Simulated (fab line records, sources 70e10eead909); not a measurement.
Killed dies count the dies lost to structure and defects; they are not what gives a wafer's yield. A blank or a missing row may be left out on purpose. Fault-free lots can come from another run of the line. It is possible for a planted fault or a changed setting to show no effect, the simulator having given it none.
Which tool is to blame?	flow nand_harc	11 lots, 33 wafers sampled, at 3 steps of a route of 1302

== WHAT THE GAUGES SHOWED, per wafer ==
NHARC_P_GATE_INSPECT_28.
lot	measured	on	raw_defect_count
L262	day 4 21:15	defect_inspect-02	3 5 6
L263	day 5 15:26	defect_inspect-02	6 3 7
L266	day 6 16:25	defect_inspect-01	3 2 8
L267	day 6 20:58	defect_inspect-01	8 8 6
L268	day 7 07:49	defect_inspect-01	1153 1199 1206
L269	day 8 02:29	defect_inspect-01	7 2 10
L271	day 8 18:40	defect_inspect-02	1212 1196 1188
L279	day 12 08:52	defect_inspect-01	4 6 4
L280	day 12 13:26	defect_inspect-01	6 7 3
L281	day 13 02:47	defect_inspect-01	7 5 8
L282	day 13 07:47	defect_inspect-01	5 9 3

== WHICH TOOL RAN EACH LOT (tool, then ch and the chambers of the sampled wafers, then the start) ==
lot	NHARC_P_GATE_DESCUM_13	NHARC_P_GATE_HM_DEP_102
L262	rie_diel-05 ch 1,2,3, day 4 07:01	acl_dep-03 ch 0, day 4 19:53
L263	rie_diel-10 ch 1,3, day 5 01:11	acl_dep-01 ch 0, day 5 13:56
L266	rie_diel-10 ch 0,1,2, day 6 02:37	acl_dep-01 ch 0, day 6 15:04
L267	rie_diel-05 ch 0,1,3, day 6 07:20	acl_dep-02 ch 0, day 6 19:37
L268	rie_diel-05 ch 0,1,2, day 6 17:24	acl_dep-01 ch 0, day 7 06:28
L269	rie_diel-08 ch 0,1,3, day 7 11:26	acl_dep-03 ch 0, day 8 01:28
L271	rie_diel-08 ch 1,2, day 8 04:53	acl_dep-01 ch 0, day 8 17:19
L279	rie_diel-08 ch 0,3, day 11 11:32	acl_dep-01 ch 0, day 12 07:29
L280	rie_diel-10 ch 0,2,3, day 11 19:42	acl_dep-01 ch 0, day 12 11:52
L281	rie_diel-05 ch 0,3, day 12 09:16	acl_dep-01 ch 0, day 13 01:34
L282	rie_diel-08 ch 1,2,3, day 12 17:37	acl_dep-01 ch 0, day 13 06:19
- NHARC_P_GATE_DESCUM_13: chemistry O2, time 3 s.
- NHARC_P_GATE_HM_DEP_102: deposits aC, target thk 120 nm.

== THE ANSWER, worked out from the rows above alone ==
Rule: the lots themselves supply what counts as usual. The widest of any qualifying gaps counts: lots, ordered by their means at a reading, are off when they make up no more than a third of the lots, leave a main group of 4 or more, and stand apart from it by 3 or more times the standard deviation of that group's means. Not used: any main group whose means are identical at the precision the tables above print for the reading. A lot without any number at a reading at which 4 lots or more have one is off too. Any other lot the step has rows for is counted as sound.
Off at NHARC_P_GATE_INSPECT_28 (raw_defect_count): L268, L271. For the main group the mean is 5.6 and the standard deviation 0.95.
A tool fits if, at a process step before that reading, it ran every lot that is off, and no sound lot after the first of them. Those tools and the gauges at NHARC_P_GATE_INSPECT_28 are tried in the same way. Of those tried, none fits.

== WHAT HAD BEEN PUT IN BY THE SIMULATOR ==
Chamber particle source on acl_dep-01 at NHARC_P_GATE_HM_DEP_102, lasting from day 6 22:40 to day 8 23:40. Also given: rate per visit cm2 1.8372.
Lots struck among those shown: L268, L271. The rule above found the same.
